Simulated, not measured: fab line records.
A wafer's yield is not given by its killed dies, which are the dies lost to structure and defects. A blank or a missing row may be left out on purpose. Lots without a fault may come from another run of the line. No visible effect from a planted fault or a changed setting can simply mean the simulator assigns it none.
Which tool is to blame? / flow n5_finfet / Sampling: 11 lots, 33 wafers, 2 of 1938 route steps

WHAT THE GAUGES READ, wafer by wafer
N5_ILD0_THK_MEAS_04.
lot=L331; measured=day 3 17:35; on=film_metro-01; thk_nm (nm)=196.1 197.3 196.8
lot=L333; measured=day 4 09:20; on=film_metro-02; thk_nm (nm)=197.3 197.9 198.4
lot=L334; measured=day 4 15:14; on=film_metro-02; thk_nm (nm)=196.1 196.9 198.4
lot=L337; measured=day 5 12:52; on=film_metro-02; thk_nm (nm)=197.5 195.9 196.6
lot=L340; measured=day 6 00:59; on=film_metro-02; thk_nm (nm)=197.2 197.5 198.1
lot=L341; measured=day 6 16:29; on=film_metro-02; thk_nm (nm)=197.4 196.6 197.2
lot=L343; measured=day 6 22:27; on=film_metro-01; thk_nm (nm)=199.3 197.6 197.1
lot=L345; measured=day 7 08:28; on=film_metro-01; thk_nm (nm)=196.9 197.5 197.7
lot=L344; measured=day 7 13:59; on=film_metro-01; thk_nm (nm)=197.0 199.3 196.5
lot=L349; measured=day 8 09:37; on=film_metro-01; thk_nm (nm)=196.0 196.4 197.6
lot=L352; measured=day 9 01:26; on=film_metro-02; thk_nm (nm)=198.3 198.2 198.3

WHAT TOOL EACH LOT RAN ON (gives the tool, then ch and the chambers of the sampled wafers, and finally the start)
lot=L331; N5_SD_ACTIVATION_RTA_00=rtp_anneal-02 ch 0, day 3 14:10
lot=L333; N5_SD_ACTIVATION_RTA_00=rtp_anneal-01 ch 0, day 4 05:52
lot=L334; N5_SD_ACTIVATION_RTA_00=rtp_anneal-01 ch 0, day 4 11:50
lot=L337; N5_SD_ACTIVATION_RTA_00=rtp_anneal-02 ch 0, day 5 05:29
lot=L340; N5_SD_ACTIVATION_RTA_00=rtp_anneal-01 ch 0, day 5 21:30
lot=L341; N5_SD_ACTIVATION_RTA_00=rtp_anneal-01 ch 0, day 6 13:02
lot=L343; N5_SD_ACTIVATION_RTA_00=rtp_anneal-02 ch 0, day 6 18:40
lot=L345; N5_SD_ACTIVATION_RTA_00=rtp_anneal-02 ch 0, day 7 05:02
lot=L344; N5_SD_ACTIVATION_RTA_00=rtp_anneal-01 ch 0, day 7 10:32
lot=L349; N5_SD_ACTIVATION_RTA_00=rtp_anneal-02 ch 0, day 8 06:11
lot=L352; N5_SD_ACTIVATION_RTA_00=rtp_anneal-01 ch 0, day 8 21:40
- N5_SD_ACTIVATION_RTA_00: time 0 s.

THE ANSWER, worked out from the rows above alone
Rule: the lots themselves supply what counts as usual. Put in order of their means at a reading, lots are off if they are a third of the lots or fewer, leave a main group of 4 or more, and stand apart from it by a gap of 3 or more times the standard deviation of the main group's means; of several such gaps the widest counts. If all means in a main group match to the digits the tables above print for the reading, that group is not used. Also off: a lot with no number at a reading for which 4 or more lots have one. The other lots that the step has rows for count as sound.
No lot is off at any reading shown: from this, nothing can be told.

WHAT THE SIMULATOR HAD INSERTED
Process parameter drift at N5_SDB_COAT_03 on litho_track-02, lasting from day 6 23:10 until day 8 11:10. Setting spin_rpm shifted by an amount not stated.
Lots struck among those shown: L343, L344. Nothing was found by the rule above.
